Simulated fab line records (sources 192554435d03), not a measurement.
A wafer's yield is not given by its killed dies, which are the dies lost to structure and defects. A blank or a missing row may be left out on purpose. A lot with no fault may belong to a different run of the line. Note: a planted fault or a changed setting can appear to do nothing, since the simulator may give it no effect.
Problem report in the 8D (eight disciplines) form, filled by code / flow n5 finfet / the parts of the form that need people (team, actions taken, sign-off) are left out

## 1. WHAT IS WRONG
Wafers without a fault read 400.00 C, standard deviation 0.22; susceptor temp C at N5_BEOL_M7_PECVD_70 reads a mean of 391.31 C on 2 wafers belonging to 2 lots. Measured from the usual mean, that is -39 standard deviations.
The step: deposits SiO2 from TEOS/O2, target thk 20 nm, time 22.7 s.
First seen on wafer L860.4, day 11 09:13, on pecvd-04. At this step, 12 wafers from 4 lots have a number in the record. Rule for "out" (also "out of limits"): further than 4 standard deviations from the usual mean. The rest of the wafers with a number are treated as sound.

## 2. WHAT IT IS; WHAT IT IS NOT
question=which readings at this step | is=susceptor temp C | is not=heater power w, showerhead plenum p Torr, throttle valve pct
question=which lots | is=L860, L863 | is not=L871, L873
question=which wafers of those lots | is=L860.4, L863.4 | is not=L860.1, L860.3, L863.5, L863.6
question=read on which tools | is=pecvd-04 | is not=pecvd-01
question=when | is=from day 11 09:13 | is not=up to then (2 sound wafers); but 8 sound wafers of L863, L871, L873 came after

## 3. SUSPECTS, AND WHAT RULES EACH OUT
Counting: any tool at a process step up to the reading remains a suspect provided it ran every lot that is out. Sound lots after the first of them don't rule it out here, since some wafers of a struck lot are sound.
- pecvd-04 at N5_BEOL_M7_PECVD_70 (deposits SiO2 from TEOS/O2, target thk 20 nm, time 22.7 s): kept. It ran every lot that is out, first L860 (day 11 09:13). Its own susceptor temp C readings are out on those wafers.
- Within pecvd-04 at N5_BEOL_M7_PECVD_70: the wafers that are out ran in chamber 2; their sound lot-mates ran in chambers 0, 1.
After counting, what remains is pecvd-04 at N5_BEOL_M7_PECVD_70.

## 4. THE CAUSE (what the simulator had put in)
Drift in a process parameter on pecvd-04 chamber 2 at N5_BEOL_M7_PECVD_70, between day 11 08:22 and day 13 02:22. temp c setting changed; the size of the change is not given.
The count eliminated every tool but this one.

## 5. THE EFFECT CHAIN, in route order
Rows list readings where the struck wafers' mean (over those with a number) sits beyond 3 standard deviations from the usual. Scope: only readings with a usual standard deviation given in the record; hours: median across lots of the time from each lot's start at the first step in this table that gives one to its start at this step; sigmas: change in usual standard deviations.
hours=0; step=N5_BEOL_M7_PECVD_70; reading=susceptor temp C; usual=400.00 C; on struck wafers=391.31; change=-8.69; sigmas=-39
Here are the process steps it includes:
- N5_BEOL_M7_PECVD_70: deposits SiO2 from TEOS/O2, target thk 20 nm, time 22.7 s.

## 6. WHAT WOULD HAVE CAUGHT IT SOONER
In this record the first reading out of limits was taken at day 11 09:13, 1 hour after the fault began at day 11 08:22.
